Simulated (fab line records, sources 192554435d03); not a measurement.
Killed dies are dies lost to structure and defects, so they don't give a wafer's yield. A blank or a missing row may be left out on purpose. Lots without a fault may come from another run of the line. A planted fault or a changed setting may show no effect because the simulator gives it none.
Chamber matching | flow n5_finfet | N5_MOL_CONTACT_COAG_ETCH_66 on rie_diel-02: 4 sister chambers
The step etches SiARC in CF4, target depth 13 nm, time 21.7 s. 4 wafers are shown with their chamber, then 7 later ones without.

WAFERS WITH THEIR CHAMBER
wafer  | chamber | etch_rf_on_time_s (s)
L081.5 | 0       | 21.5
L086.5 | 1       | 21.7
L087.2 | 2       | 22.1
L087.3 | 3       | 21.5

WAFERS WITHOUT THEIR CHAMBER
wafer  | etch_rf_on_time_s (s)
L087.5 | 21.8
L088.2 | 21.5
L088.4 | 21.8
L088.6 | 21.7
L094.1 | 21.9
L094.2 | 21.8
L094.4 | 22.1

WHICH CHAMBER EACH WENT THROUGH
wafer  | from the rows above               | in truth
L087.5 | can't be placed: 1 or 0 or 2 or 3 | 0
L088.2 | can't be placed: 0 or 3 or 1      | 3
L088.4 | can't be placed: 1 or 0 or 2 or 3 | 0
L088.6 | can't be placed: 1 or 0 or 3      | 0
L094.1 | can't be placed: 1 or 2 or 0 or 3 | 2
L094.2 | can't be placed: 1 or 0 or 2 or 3 | 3
L094.4 | 2                                 | 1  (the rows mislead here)
Placed correctly: 0 of 7. Can't be placed from these rows: 6 (the true chamber is among the candidates in 6). Placed wrongly: 1.
How it was worked out, from the rows above alone: a wafer's distance from a chamber is the root of the sum, over the readings, of the square of ((its reading less the chamber's mean) divided by the reading's scatter). The wafer belongs to the nearest chamber; if the next one is less than 2 further off, it can't be placed. A chamber's mean is the mean of its shown wafers. The scatter: with one shown wafer a chamber, the root of the mean of the squares of how far each hidden wafer lies from its nearest shown one.
